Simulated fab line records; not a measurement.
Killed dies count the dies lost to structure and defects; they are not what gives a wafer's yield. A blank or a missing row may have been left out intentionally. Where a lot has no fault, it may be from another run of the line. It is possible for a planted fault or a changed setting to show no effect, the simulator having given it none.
fab line records	flow n5-finfet
record lots=24	wafers=72	last-day=20
route steps=1938 shown BEOL_M2@859
lots that met no fault: from a run of the same line without faults
start-h: start of the lot's first displayed wafer, in hours after the record's first day	wait-h: hours elapsed since this lot's preceding step	" unchanged from the row above	L1.1+2: one row covering several wafers at once	- either no value or no given start	* or withheld: withheld	< > ~ a bound
route shown NAME@n: a module of which the file shows steps, and the number in the route of the first	usual: mean/standard deviation taken from wafers without a fault	same: alike in all rows	chamber/n: place in a boat	sites: readings site by site	_std_site: their standard deviation	_edge_site: outer sites' mean less inner sites'	radius-mm: for every site, how far away it sits from the centre of the wafer	mask NAME#n: copy n	behind: the tool/chamber that last shaped the wafer	hold: reason for holding the lot/hours on hold/outcome of the hold	device: the n, p or np transistor that did not switch	end of line: tests of these same wafers at the route's end	for a step that has no rows: nothing shown but its recipe	killed: not the wafer's yield, but the dies lost to structure and defects at the first sort	map: dies across one wafer; x = killed, . = not, _ = none there
set.NAME: the setting as run; set.NAME@STEP: as run at that earlier step	model.NAME: the simulator's own value behind a step, which no gauge read
the route's steps for a sample of lots (tables are steps, rows are wafers)
services: a tool's chamber out of use, with start hour (start-h, from the record's first day; less than 0 if before it), hours out, and reason
## steps
# step N5_BEOL_M2_ETCH_63
# recipe chemistry=CF4	target=SiARC	target-depth-a=156	mask-material=CAR-EUV	time-s=26	ion-energy-ev=80	pressure-mtorr=40	source-w=545	bias-w=36	Ar_flow_sccm=100	cf4-flow-sccm=100	ends=cleared
# usual cf4-flow-sccm=100.0/0.31	drypump-motor-current-A=5.8/0.43	etch-rf-on-time-s=26.07/0.26	oes-product-au=0.63/0.056	rf-vpp-V=184.2/0.91	showerhead-plenum-p-Torr=2.15/0.04	throttle-valve-pct=15.64/0.17
lot.wafer	tool	chamber	start-h	wait-h	cf4-flow-sccm	drypump-motor-current-A	etch-rf-on-time-s	oes-product-au	rf-hours-counter-h	rf-vpp-V	showerhead-plenum-p-Torr	throttle-valve-pct
L074.3	rie-diel-05	1	146.27	0.0	100.1	6.3	25.82	0.75	27	184.8	2.10	15.28
L074.4	"	2	"	"	100.0	5.7	25.90	0.63	185	184.6	2.13	15.46
L074.5	"	2	"	"	100.4	5.7	25.84	0.63	-	183.5	2.13	15.45
L076.1	rie-diel-02	3	167.88	0.0	99.8	5.8	25.69	0.61	221	183.8	2.20	15.77
L076.4	"	0	"	"	100.4	6.3	25.91	0.74	53	185.3	2.17	15.47
L076.6	"	3	"	"	99.4	5.8	26.32	0.59	-	186.0	2.20	15.77
L075.2	rie-diel-05	3	171.32	0.0	99.6	5.5	25.94	0.64	166	185.2	2.22	15.59
L075.4	"	2	"	"	99.7	5.7	25.86	0.62	195	183.2	2.13	15.46
L075.6	"	2	"	"	99.7	5.7	25.97	0.63	-	184.6	2.13	15.48
L077.1	rie-diel-02	1	172.40	0.0	100.0	5.6	25.98	0.63	171	184.9	2.14	15.74
L077.2	"	0	"	"	100.7	6.2	26.02	0.74	56	184.2	2.17	15.48
L077.5	"	2	"	"	99.8	4.9	26.13	0.64	-	182.9	2.14	15.84
L078.1	rie-diel-02	1	175.79	0.0	99.9	5.7	26.04	0.63	173	183.6	2.14	15.73
L078.3	"	0	"	"	100.2	6.2	25.99	0.73	57	184.4	2.17	15.46
L078.4	"	3	"	"	100.4	5.8	26.22	0.60	224	184.8	2.20	15.76
L080.1	rie-diel-02	2	188.31	0.0	100.0	4.8	26.38	0.63	163	185.3	2.14	15.84
L080.2	"	1	"	"	99.9	5.7	25.99	0.63	177	184.8	2.14	15.74
L080.5	"	0	"	"	100.0	6.2	26.25	0.73	-	185.6	2.17	15.49
L081.1	rie-diel-04	0	189.69	0.0	99.7	6.0	26.07	0.57	228	184.5	2.11	15.55
L081.3	"	1	"	"	99.6	5.3	26.22	0.60	211	183.7	2.20	15.62
L081.4	"	3	"	"	100.0	5.4	26.03	0.59	219	184.6	2.21	15.84
L082.3	rie-diel-02	2	197.34	0.0	99.8	4.8	26.16	0.63	166	182.2	2.14	15.85
L082.5	"	0	"	"	100.2	6.2	26.11	0.72	-	184.8	2.17	15.51
L082.6	"	1	"	"	100.2	5.7	25.92	0.62	-	184.3	2.14	15.75
L083.1	rie-diel-04	0	205.07	0.0	100.3	6.0	26.36	0.57	233	184.6	2.11	15.59
L083.5	"	0	"	"	100.3	6.0	26.40	0.57	-	183.0	2.11	15.59
L083.6	"	1	"	"	99.6	5.3	26.62	0.59	-	183.9	2.20	15.61
L084.3	rie-diel-04	2	205.96	0.0	99.5	6.3	25.95	0.63	194	183.6	2.12	15.65
L084.5	"	3	"	"	100.1	5.3	26.08	0.58	-	185.7	2.21	15.85
L084.6	"	2	"	"	100.2	6.2	25.78	0.63	-	182.6	2.12	15.63
L085.3	rie-diel-05	3	210.51	0.0	100.1	5.5	25.86	0.63	178	185.3	2.22	15.60
L085.4	"	1	"	"	100.0	6.3	25.52	0.72	53	184.8	2.09	15.35
L085.6	"	3	"	"	100.0	5.5	25.94	0.63	-	185.2	2.22	15.61
L086.2	rie-diel-04	3	220.42	0.0	99.7	5.4	26.37	0.58	232	184.4	2.21	15.87
L086.3	"	0	"	"	99.4	6.0	26.26	0.57	241	184.3	2.11	15.59
L086.6	"	0	"	"	99.8	6.0	26.07	0.57	-	183.2	2.11	15.60
L087.3	rie-diel-02	0	221.27	0.0	99.6	6.2	26.55	0.70	75	183.6	2.16	15.51
L087.4	"	2	"	"	99.6	4.8	26.29	0.62	-	184.3	2.13	15.87
L087.6	"	3	"	"	100.3	5.8	26.47	0.59	-	184.8	2.19	15.83
L088.3	rie-diel-04	1	229.96	0.0	100.1	5.3	26.75	0.58	227	183.9	2.20	15.65
L088.5	"	0	"	"	100.0	6.0	26.53	0.56	-	185.5	2.11	15.61
L088.6	"	3	"	"	99.7	5.4	26.40	0.57	-	184.8	2.21	15.86
L089.2	rie-diel-04	2	230.26	0.0	100.4	6.2	25.77	0.62	202	184.4	2.12	15.65
L089.4	"	1	"	"	99.7	5.3	26.05	0.60	228	184.3	2.20	15.64
L089.5	"	3	"	"	99.8	5.4	26.18	0.57	-	185.6	2.21	15.87
L090.2	rie-diel-02	2	239.05	0.0	100.0	4.9	26.03	0.62	187	183.7	2.13	15.89
L090.4	"	1	"	"	99.7	5.7	26.02	0.62	-	183.5	2.13	15.78
L090.5	"	0	"	"	99.6	6.2	26.17	0.70	-	184.9	2.16	15.53
L091.1	rie-diel-05	3	249.37	0.0	100.1	5.5	26.23	0.61	194	185.1	2.21	15.65
L091.3	"	1	"	"	100.3	6.3	25.69	0.70	66	183.9	2.09	15.37
L091.4	"	2	"	"	99.5	5.7	25.64	0.61	224	183.9	2.12	15.53
L092.2	rie-diel-05	2	249.88	0.0	100.1	5.7	26.25	0.60	224	183.0	2.12	15.53
L092.3	"	0	"	"	100.1	6.1	26.05	0.63	157	184.4	2.14	15.70
L092.4	"	1	"	"	99.4	6.3	25.96	0.71	66	183.3	2.09	15.35
L093.3	rie-diel-05	3	258.18	0.0	100.1	5.5	26.41	0.61	196	184.3	2.21	15.63
L093.5	"	3	"	"	99.6	5.5	26.40	0.61	-	184.4	2.21	15.65
L093.6	"	0	"	"	99.9	6.1	25.77	0.63	-	184.2	2.14	15.68
L095.1	rie-diel-04	3	270.14	0.0	99.8	5.3	26.27	0.56	249	184.7	2.20	15.90
L095.4	"	0	"	"	99.8	6.0	25.80	0.81	2	184.4	2.11	15.14
L095.6	"	1	"	"	99.9	5.3	26.24	0.58	-	184.3	2.19	15.68
L079.1	rie-diel-04	2	275.46	0.0	99.8	6.2	25.84	0.61	222	184.8	2.11	15.70
L079.2	"	1	"	"	99.8	5.3	26.33	0.58	247	183.7	2.19	15.69
L079.6	"	1	"	"	99.9	5.3	26.24	0.58	-	185.3	2.19	15.69
L097.1	rie-diel-05	0	276.26	0.0	99.9	6.1	26.15	0.61	165	183.6	2.14	15.71
L097.2	"	1	"	"	100.3	6.3	25.94	0.70	75	183.8	2.09	15.37
L097.6	"	2	"	"	99.8	5.7	26.14	0.60	-	185.2	2.11	15.54
L096.1	rie-diel-05	3	281.44	0.0	100.3	5.5	26.24	0.61	205	183.3	2.21	15.66
L096.3	"	0	"	"	99.8	6.1	25.98	0.62	167	183.4	2.14	15.71
L096.6	"	1	"	"	99.9	6.3	25.79	0.70	-	182.2	2.09	15.39
L094.1	rie-diel-02	2	287.96	0.0	100.4	4.9	26.08	0.59	211	183.3	2.12	15.93
L094.2	"	0	"	"	99.6	6.3	26.36	0.67	106	183.1	2.15	15.56
L094.6	"	1	"	"	99.5	5.6	26.08	0.60	-	184.0	2.12	15.84
# step N5_BEOL_M2_HM_OPEN_17
# recipe chemistry=Cl2/BCl3	target-depth-a=200	overetch-a=60	target=TiN	mask-material=SOC	ion-energy-ev=150	pressure-mtorr=10	icp-w=1000	bias-w=126	Cl2_flow_sccm=53.25	bcl3-flow-sccm=21.75	Ar_flow_sccm=25
# usual drypump-motor-current-A=6.0/0.41	oes-product-au=0.73/0.048	throttle-valve-pct=22.07/0.063
lot.wafer	tool	chamber	start-h	wait-h	drypump-motor-current-A	oes-product-au	rf-hours-counter-h	throttle-valve-pct
L074.3	rie-metal-01	0	146.54	0.1	6.1	0.70	-	21.99
L074.4	"	0	"	"	6.1	0.69	-	21.98
L074.5	"	0	"	"	6.1	0.70	-	21.98
L076.1	rie-metal-01	0	168.08	0.0	6.1	0.69	29	22.00
L076.4	"	0	"	"	6.1	0.70	-	22.00
L076.6	"	0	"	"	6.1	0.70	-	22.00
L075.2	rie-metal-03	0	171.55	0.1	5.7	0.70	-	22.05
L075.4	"	0	"	"	5.6	0.71	-	22.04
L075.6	"	0	"	"	5.7	0.71	-	22.05
L077.1	rie-metal-02	1	172.60	0.0	5.6	0.81	1	22.08
L077.2	"	1	"	"	5.6	0.81	-	22.07
L077.5	"	1	"	"	5.6	0.82	-	22.07
L078.1	rie-metal-03	0	175.99	0.0	5.7	0.71	23	22.05
L078.3	"	0	"	"	5.6	0.71	-	22.06
L078.4	"	0	"	"	5.7	0.71	-	22.03
L080.1	rie-metal-02	0	188.52	0.0	6.4	0.82	0	21.97
L080.2	"	1	"	"	5.5	0.79	3	22.07
L080.5	"	0	"	"	6.4	0.84	-	21.98
L081.1	rie-metal-03	0	189.89	0.0	5.7	0.70	26	22.07
L081.3	"	0	"	"	5.7	0.68	-	22.06
L081.4	"	0	"	"	5.7	0.70	-	22.03
L082.3	rie-metal-02	1	197.57	0.1	5.5	0.78	-	22.08
L082.5	"	0	"	"	6.5	0.82	-	21.99
L082.6	"	1	"	"	5.5	0.78	-	22.10
L083.1	rie-metal-02	0	205.27	0.0	6.4	0.80	2	21.98
L083.5	"	1	"	"	5.6	0.78	-	22.08
L083.6	"	0	"	"	6.4	0.80	-	21.98
L084.3	rie-metal-01	1	206.19	0.1	6.6	0.67	-	22.17
L084.5	"	0	"	"	6.1	0.70	-	22.00
L084.6	"	1	"	"	6.5	0.67	-	22.16
L085.3	rie-metal-01	0	210.74	0.1	6.1	0.68	-	22.02
L085.4	"	1	"	"	6.6	0.67	-	22.19
L085.6	"	1	"	"	6.6	0.67	-	22.20
L086.2	rie-metal-03	1	220.62	0.0	6.6	0.79	4	22.13
L086.3	"	1	"	"	6.6	0.78	-	22.15
L086.6	"	1	"	"	6.6	0.79	-	22.14
L087.3	rie-metal-02	0	221.50	0.1	6.4	0.79	-	21.99
L087.4	"	1	"	"	5.6	0.78	-	22.08
L087.6	"	0	"	"	6.4	0.80	-	21.97
L088.3	rie-metal-01	1	230.20	0.1	6.6	0.67	-	22.18
L088.5	"	1	"	"	6.6	0.67	-	22.18
L088.6	"	0	"	"	6.1	0.68	-	22.00
L089.2	rie-metal-03	1	230.46	0.0	6.5	0.78	5	22.17
L089.4	"	0	"	"	5.7	0.69	-	22.06
L089.5	"	1	"	"	6.5	0.79	-	22.13
L090.2	rie-metal-02	0	239.25	0.0	6.4	0.76	7	21.99
L090.4	"	0	"	"	6.4	0.77	-	22.00
L090.5	"	1	"	"	5.6	0.76	-	22.07
L091.1	rie-metal-02	1	249.57	0.0	5.5	0.75	10	22.10
L091.3	"	1	"	"	5.5	0.75	-	22.11
L091.4	"	0	"	"	6.4	0.76	-	22.01
L092.2	rie-metal-03	0	250.08	0.0	5.7	0.67	33	22.06
L092.3	"	0	"	"	5.7	0.67	-	22.07
L092.4	"	1	"	"	6.6	0.77	-	22.15
L093.3	rie-metal-03	0	258.42	0.1	5.7	0.69	-	22.05
L093.5	"	1	"	"	6.5	0.79	-	22.15
L093.6	"	0	"	"	5.7	0.69	-	22.05
L095.1	rie-metal-02	0	270.34	0.0	6.4	0.75	10	22.03
L095.4	"	1	"	"	5.5	0.74	-	22.10
L095.6	"	1	"	"	5.5	0.74	-	22.11
L079.1	rie-metal-02	0	275.66	0.0	6.3	0.75	11	22.01
L079.2	"	1	"	"	5.6	0.74	14	22.12
L079.6	"	1	"	"	5.6	0.73	-	22.13
L097.1	rie-metal-01	1	276.46	0.0	6.5	0.65	52	22.20
L097.2	"	0	"	"	6.1	0.67	38	22.06
L097.6	"	1	"	"	6.5	0.65	-	22.21
L096.1	rie-metal-02	0	281.65	0.0	6.4	0.74	11	22.03
L096.3	"	1	"	"	5.6	0.73	-	22.13
L096.6	"	0	"	"	6.4	0.74	-	22.00
L094.1	rie-metal-02	1	288.16	0.0	5.5	0.73	15	22.10
L094.2	"	0	"	"	6.4	0.73	12	22.02
L094.6	"	1	"	"	5.5	0.73	-	22.11
# step N5_BEOL_M2_CD_MEAS_28
# recipe target-cd-nm=26.2	landing-energy-ev=500	detector=se-inlens	target-cd-y-nm=24.1	polarity=opening
# usual cd-nm=26.18/0.24
lot.wafer	tool	chamber	start-h	wait-h	cd-nm
L074.3	cd-sem-02	0	147.16	-	25.73
L074.4	"	0	"	"	25.82
L074.5	"	0	"	"	26.15
L076.1	cd-sem-02	0	168.65	-	26.40
L076.4	"	0	"	"	26.12
L076.6	"	0	"	"	25.89
L075.2	cd-sem-02	0	172.11	-	26.46
L075.4	"	0	"	"	26.22
L075.6	"	0	"	"	26.07
L077.1	cd-sem-03	0	173.19	-	26.19
L077.2	"	0	"	"	26.68
L077.5	"	0	"	"	26.07
L078.1	cd-sem-03	0	176.58	-	26.23
L078.3	"	0	"	"	26.47
L078.4	"	0	"	"	25.92
L080.1	cd-sem-03	0	189.14	-	25.84
L080.2	"	0	"	"	26.16
L080.5	"	0	"	"	25.89
L081.1	cd-sem-03	0	190.62	-	26.40
L081.3	"	0	"	"	26.01
L081.4	"	0	"	"	26.27
L082.3	cd-sem-01	0	198.25	-	26.18
L082.5	"	0	"	"	25.79
L082.6	"	0	"	"	26.17
L083.1	cd-sem-02	0	205.80	-	26.72
L083.5	"	0	"	"	26.46
L083.6	"	0	"	"	26.20
L084.3	cd-sem-01	0	206.66	-	26.30
L084.5	"	0	"	"	26.25
L084.6	"	0	"	"	26.05
L085.3	cd-sem-02	0	211.34	-	26.14
L085.4	"	0	"	"	26.20
L085.6	"	0	"	"	26.04
L086.2	cd-sem-02	0	221.25	-	26.10
L086.3	"	0	"	"	25.99
L086.6	"	0	"	"	26.15
L087.3	cd-sem-03	0	221.98	-	26.14
L087.4	"	0	"	"	25.93
L087.6	"	0	"	"	26.24
L088.3	cd-sem-02	0	230.83	-	26.22
L088.5	"	0	"	"	26.02
L088.6	"	0	"	"	26.52
L089.2	cd-sem-02	0	231.09	-	26.04
L089.4	"	0	"	"	25.86
L089.5	"	0	"	"	26.54
L090.2	cd-sem-03	0	239.88	-	26.00
L090.4	"	0	"	"	26.32
L090.5	"	0	"	"	26.19
L091.1	cd-sem-01	0	250.30	-	26.00
L091.3	"	0	"	"	26.29
L091.4	"	0	"	"	26.17
L092.2	cd-sem-01	0	250.58	-	26.14
L092.3	"	0	"	"	26.33
L092.4	"	0	"	"	26.30
L093.3	cd-sem-03	0	259.01	-	26.26
L093.5	"	0	"	"	26.75
L093.6	"	0	"	"	26.31
L095.1	cd-sem-03	0	270.84	-	25.90
L095.4	"	0	"	"	26.17
L095.6	"	0	"	"	26.18
L079.1	cd-sem-01	0	276.16	-	26.06
L079.2	"	0	"	"	26.26
L079.6	"	0	"	"	25.84
L097.1	cd-sem-01	0	276.96	-	26.30
L097.2	"	0	"	"	26.26
L097.6	"	0	"	"	26.01
L096.1	cd-sem-02	0	282.27	-	26.27
L096.3	"	0	"	"	25.87
L096.6	"	0	"	"	25.96
L094.1	cd-sem-03	0	288.78	-	25.79
L094.2	"	0	"	"	26.01
L094.6	"	0	"	"	26.28
# step N5_BEOL_M2_SPUTTER_79
# recipe material=Cu	target-thk-a=45	temp-c=-20	chamber-pressure-pa=0.07	power-w=withheld	time-s=8.29
# usual chuck-sensor-temp-C=-16.1/0.38	throttle-valve-pct=29.9/1
lot.wafer	tool	chamber	start-h	wait-h	chuck-sensor-temp-C	throttle-valve-pct
L074.3	pvd-sputter-03	-	172.47	0.1	-16.2	31.0
L074.4	"	-	"	"	-16.0	30.5
L074.5	"	-	"	"	-15.8	29.8
L075.2	pvd-sputter-01	-	201.95	0.1	-15.8	30.4
L075.4	"	-	"	"	-15.8	30.6
L075.6	"	-	"	"	-15.9	30.5
L076.1	pvd-sputter-02	-	202.03	0.1	-15.8	27.5
L076.4	"	-	"	"	-17.1	30.2
L076.6	"	-	"	"	-15.9	27.3
L077.1	pvd-sputter-03	-	205.53	0.1	-16.7	29.2
L077.2	"	-	"	"	-16.0	31.1
L077.5	"	-	"	"	-16.6	29.2
L078.1	pvd-sputter-01	-	208.18	0.1	-16.0	30.2
L078.3	"	-	"	"	-16.4	29.6
L078.4	"	-	"	"	-16.1	28.9
L081.1	pvd-sputter-01	-	222.72	0.1	-15.8	30.7
L081.3	"	-	"	"	-16.1	28.7
L081.4	"	-	"	"	-16.2	29.6
L080.1	pvd-sputter-03	-	223.30	0.1	-16.6	29.0
L080.2	"	-	"	"	-16.1	31.0
L080.5	"	-	"	"	-16.3	30.9
L082.3	pvd-sputter-01	-	226.08	0.1	-16.1	28.7
L082.5	"	-	"	"	-15.7	30.5
L082.6	"	-	"	"	-16.4	29.5
L083.1	pvd-sputter-01	-	228.75	0.1	-16.0	30.7
L083.5	"	-	"	"	-15.7	30.7
L083.6	"	-	"	"	-16.0	30.5
L084.3	pvd-sputter-03	-	231.82	0.1	-15.8	29.6
L084.5	"	-	"	"	-16.1	31.1
L084.6	"	-	"	"	-15.8	30.8
L085.3	pvd-sputter-01	-	238.80	0.1	-16.0	30.6
L085.4	"	-	"	"	-16.2	29.7
L085.6	"	-	"	"	-16.1	28.9
L086.2	pvd-sputter-03	-	247.31	0.1	-15.6	29.6
L086.3	"	-	"	"	-16.7	29.1
L086.6	"	-	"	"	-16.6	28.9
L087.3	pvd-sputter-03	-	249.88	0.1	-16.6	28.8
L087.4	"	-	"	"	-15.7	29.5
L087.6	"	-	"	"	-15.7	29.6
L092.2	pvd-sputter-02	-	252.90	0.1	-15.9	27.1
L092.3	"	-	"	"	-16.9	30.0
L092.4	"	-	"	"	-16.7	31.0
L088.3	pvd-sputter-02	-	260.05	0.1	-16.0	27.3
L088.5	"	-	"	"	-16.0	27.2
L088.6	"	-	"	"	-16.7	30.9
L089.2	pvd-sputter-02	-	263.29	0.1	-15.9	27.4
L089.4	"	-	"	"	-16.9	30.3
L089.5	"	-	"	"	-16.8	30.1
L090.2	pvd-sputter-03	-	270.10	0.1	-15.6	29.7
L090.4	"	-	"	"	-15.8	30.6
L090.5	"	-	"	"	-15.8	29.8
L091.1	pvd-sputter-03	-	276.60	0.1	-15.7	30.7
L091.3	"	-	"	"	-15.6	29.8
L091.4	"	-	"	"	-16.8	29.1
L093.3	pvd-sputter-02	-	288.39	0.1	-16.0	27.0
L093.5	"	-	"	"	-16.9	29.8
L093.6	"	-	"	"	-16.0	26.9
L095.1	pvd-sputter-01	-	293.48	0.1	-15.8	30.4
L095.4	"	-	"	"	-15.8	30.6
L095.6	"	-	"	"	-15.9	30.5
L079.1	pvd-sputter-01	-	298.44	0.1	-16.1	29.0
L079.2	"	-	"	"	-16.3	29.4
L079.6	"	-	"	"	-16.0	28.9
L097.1	pvd-sputter-03	-	302.94	0.1	-16.0	30.6
L097.2	"	-	"	"	-16.0	29.9
L097.6	"	-	"	"	-16.0	31.1
L096.1	pvd-sputter-02	-	307.16	0.1	-16.0	27.1
L096.3	"	-	"	"	-15.8	30.1
L096.6	"	-	"	"	-16.6	31.0
L094.1	pvd-sputter-01	-	307.44	0.1	-16.5	29.8
L094.2	"	-	"	"	-15.8	30.7
L094.6	"	-	"	"	-16.2	28.7
# step N5_BEOL_M2_SPUTTER_88
# recipe material=Cu	target-thk-a=45	temp-c=-20	chamber-pressure-pa=0.07	power-w=withheld	time-s=8.29
# usual chuck-sensor-temp-C=-16.1/0.39	throttle-valve-pct=29.9/1
lot.wafer	tool	chamber	start-h	wait-h	chuck-sensor-temp-C	throttle-valve-pct
L074.3	pvd-sputter-03	-	173.13	0.1	-16.0	31.2
L074.4	"	-	"	"	-15.9	30.4
L074.5	"	-	"	"	-15.7	29.6
L075.2	pvd-sputter-01	-	202.61	0.1	-16.0	30.4
L075.4	"	-	"	"	-15.8	30.7
L075.6	"	-	"	"	-15.9	30.4
L076.1	pvd-sputter-02	-	202.69	0.1	-15.9	26.9
L076.4	"	-	"	"	-17.0	29.9
L076.6	"	-	"	"	-16.1	27.1
L077.1	pvd-sputter-03	-	206.19	0.1	-16.6	29.3
L077.2	"	-	"	"	-15.9	31.1
L077.5	"	-	"	"	-16.6	29.0
L078.1	pvd-sputter-01	-	208.84	0.1	-16.0	30.5
L078.3	"	-	"	"	-16.4	29.9
L078.4	"	-	"	"	-15.9	28.8
L081.1	pvd-sputter-01	-	223.38	0.1	-15.9	30.7
L081.3	"	-	"	"	-16.0	28.3
L081.4	"	-	"	"	-16.3	29.9
L080.1	pvd-sputter-03	-	223.96	0.1	-16.5	28.9
L080.2	"	-	"	"	-16.1	31.5
L080.5	"	-	"	"	-16.1	30.8
L082.3	pvd-sputter-01	-	226.74	0.1	-16.0	28.7
L082.5	"	-	"	"	-15.8	30.8
L082.6	"	-	"	"	-16.2	29.5
L083.1	pvd-sputter-01	-	229.41	0.1	-15.9	30.7
L083.5	"	-	"	"	-15.6	30.5
L083.6	"	-	"	"	-15.8	30.3
L084.3	pvd-sputter-03	-	232.48	0.1	-15.6	29.6
L084.5	"	-	"	"	-16.2	31.0
L084.6	"	-	"	"	-15.7	30.7
L085.3	pvd-sputter-01	-	239.46	0.1	-16.0	30.4
L085.4	"	-	"	"	-16.3	29.8
L085.6	"	-	"	"	-15.9	29.0
L086.2	pvd-sputter-03	-	247.97	0.1	-15.6	29.6
L086.3	"	-	"	"	-16.8	28.9
L086.6	"	-	"	"	-16.8	29.0
L087.3	pvd-sputter-03	-	250.54	0.1	-16.7	29.1
L087.4	"	-	"	"	-15.7	29.7
L087.6	"	-	"	"	-15.9	29.4
L092.2	pvd-sputter-02	-	253.56	0.1	-15.9	27.2
L092.3	"	-	"	"	-17.0	30.1
L092.4	"	-	"	"	-16.6	30.8
L088.3	pvd-sputter-02	-	260.71	0.1	-15.9	27.1
L088.5	"	-	"	"	-15.9	27.2
L088.6	"	-	"	"	-16.7	30.6
L089.2	pvd-sputter-02	-	263.95	0.1	-16.0	27.4
L089.4	"	-	"	"	-16.9	30.1
L089.5	"	-	"	"	-16.9	29.6
L090.2	pvd-sputter-03	-	270.76	0.1	-15.7	29.6
L090.4	"	-	"	"	-15.7	30.4
L090.5	"	-	"	"	-15.7	29.8
L091.1	pvd-sputter-03	-	277.26	0.1	-15.8	30.8
L091.3	"	-	"	"	-15.5	29.7
L091.4	"	-	"	"	-16.7	29.0
L093.3	pvd-sputter-02	-	289.05	0.1	-16.0	27.3
L093.5	"	-	"	"	-17.1	29.9
L093.6	"	-	"	"	-16.1	27.1
L095.1	pvd-sputter-01	-	294.14	0.1	-15.9	30.6
L095.4	"	-	"	"	-16.0	30.4
L095.6	"	-	"	"	-15.8	30.4
L079.1	pvd-sputter-01	-	299.10	0.1	-16.2	28.8
L079.2	"	-	"	"	-16.3	29.7
L079.6	"	-	"	"	-16.0	28.8
L097.1	pvd-sputter-03	-	303.60	0.1	-15.8	30.7
L097.2	"	-	"	"	-15.8	29.4
L097.6	"	-	"	"	-16.2	31.0
L096.1	pvd-sputter-02	-	307.82	0.1	-16.0	27.3
L096.3	"	-	"	"	-15.9	30.5
L096.6	"	-	"	"	-16.7	30.9
L094.1	pvd-sputter-01	-	308.10	0.1	-16.3	29.8
L094.2	"	-	"	"	-15.9	30.1
L094.6	"	-	"	"	-16.1	28.9
# step N5_BEOL_M2_ANNEAL_89
# recipe temp-c=400	time-s=240	ambient=vacuum
# usual heater-power-w=833/75	susceptor_temp_C_max=401.1/0.44
lot.wafer	tool	chamber	start-h	wait-h	heater-power-w	susceptor_temp_C_max
L074.3	pvd-sputter-03	-	173.21	0.0	745	402.4
L074.4	"	-	"	"	873	401.0
L074.5	"	-	"	"	742	400.7
L075.2	pvd-sputter-01	-	202.69	0.0	920	401.2
L075.4	"	-	"	"	709	401.8
L075.6	"	-	"	"	913	401.1
L076.1	pvd-sputter-02	-	202.77	0.0	837	401.2
L076.4	"	-	"	"	756	400.9
L076.6	"	-	"	"	830	401.8
L077.1	pvd-sputter-03	-	206.27	0.0	895	400.9
L077.2	"	-	"	"	731	401.7
L077.5	"	-	"	"	916	400.8
L078.1	pvd-sputter-01	-	208.92	0.0	929	401.1
L078.3	"	-	"	"	819	401.1
L078.4	"	-	"	"	942	401.3
L081.1	pvd-sputter-01	-	223.46	0.0	735	401.8
L081.3	"	-	"	"	920	401.3
L081.4	"	-	"	"	816	401.1
L080.1	pvd-sputter-03	-	224.04	0.0	882	400.7
L080.2	"	-	"	"	726	402.1
L080.5	"	-	"	"	749	402.2
L082.3	pvd-sputter-01	-	226.82	0.0	931	401.0
L082.5	"	-	"	"	725	401.2
L082.6	"	-	"	"	810	401.2
L083.1	pvd-sputter-01	-	229.49	0.0	742	401.3
L083.5	"	-	"	"	761	401.3
L083.6	"	-	"	"	920	401.2
L084.3	pvd-sputter-03	-	232.56	0.0	750	401.0
L084.5	"	-	"	"	746	401.7
L084.6	"	-	"	"	882	401.0
L085.3	pvd-sputter-01	-	239.54	0.0	926	401.0
L085.4	"	-	"	"	839	401.3
L085.6	"	-	"	"	937	400.9
L086.2	pvd-sputter-03	-	248.05	0.0	748	400.8
L086.3	"	-	"	"	914	400.9
L086.6	"	-	"	"	889	400.3
L087.3	pvd-sputter-03	-	250.62	0.0	883	401.2
L087.4	"	-	"	"	738	400.9
L087.6	"	-	"	"	754	400.7
L092.2	pvd-sputter-02	-	253.64	0.0	835	400.9
L092.3	"	-	"	"	763	400.6
L092.4	"	-	"	"	816	401.0
L088.3	pvd-sputter-02	-	260.79	0.0	842	401.0
L088.5	"	-	"	"	853	400.8
L088.6	"	-	"	"	837	400.6
L089.2	pvd-sputter-02	-	264.03	0.0	863	401.3
L089.4	"	-	"	"	765	400.8
L089.5	"	-	"	"	778	401.0
L090.2	pvd-sputter-03	-	270.84	0.0	752	400.6
L090.4	"	-	"	"	887	400.5
L090.5	"	-	"	"	749	400.8
L091.1	pvd-sputter-03	-	277.34	0.0	896	400.8
L091.3	"	-	"	"	748	401.0
L091.4	"	-	"	"	911	400.8
L093.3	pvd-sputter-02	-	289.13	0.0	853	401.1
L093.5	"	-	"	"	763	400.7
L093.6	"	-	"	"	853	401.4
L095.1	pvd-sputter-01	-	294.22	0.0	718	401.6
L095.4	"	-	"	"	919	400.6
L095.6	"	-	"	"	728	401.2
L079.1	pvd-sputter-01	-	299.18	0.0	923	401.3
L079.2	"	-	"	"	825	400.9
L079.6	"	-	"	"	950	401.2
L097.1	pvd-sputter-03	-	303.68	0.0	889	400.4
L097.2	"	-	"	"	735	400.9
L097.6	"	-	"	"	737	401.5
L096.1	pvd-sputter-02	-	307.90	0.0	859	401.1
L096.3	"	-	"	"	864	400.8
L096.6	"	-	"	"	838	401.2
L094.1	pvd-sputter-01	-	308.18	0.0	798	401.3
L094.2	"	-	"	"	935	401.6
L094.6	"	-	"	"	943	401.0
## services
tool	chamber	start-h	hours	kind
rie-metal-01	-	123.27	0.9	repair
rie-diel-04	1	137.43	26.9	repair
rie-metal-01	1	139.17	8.5	repair
rie-diel-04	-	140.31	15.6	pm
pvd-sputter-02	-	143.09	2.5	repair
rie-metal-02	1	148.47	-	clean
rie-metal-02	1	148.47	14.8	scheduled-down
rie-metal-02	1	148.47	14.8	vent-cycle
rie-metal-02	0	163.25	-	clean
rie-metal-02	0	163.25	20.9	scheduled-down
rie-metal-02	0	163.25	20.9	vent-cycle
rie-diel-02	-	187.57	0.5	repair
rie-diel-05	1	217.15	4.6	repair
rie-diel-02	1	217.15	5.2	repair
rie-diel-04	3	230.56	7.6	repair
rie-diel-02	3	237.75	-	clean
rie-diel-02	3	237.75	-	consumable-replace:esc
rie-diel-02	3	237.75	-	consumable-replace:focus-ring
rie-diel-04	2	263.68	2.8	repair
rie-diel-04	-	278.67	4.3	pm
rie-metal-01	-	279.51	0.5	repair
rie-metal-01	1	294.19	6.5	repair
rie-diel-05	1	302.74	4.3	repair
rie-diel-02	2	303.28	3.9	repair
## key
fault none
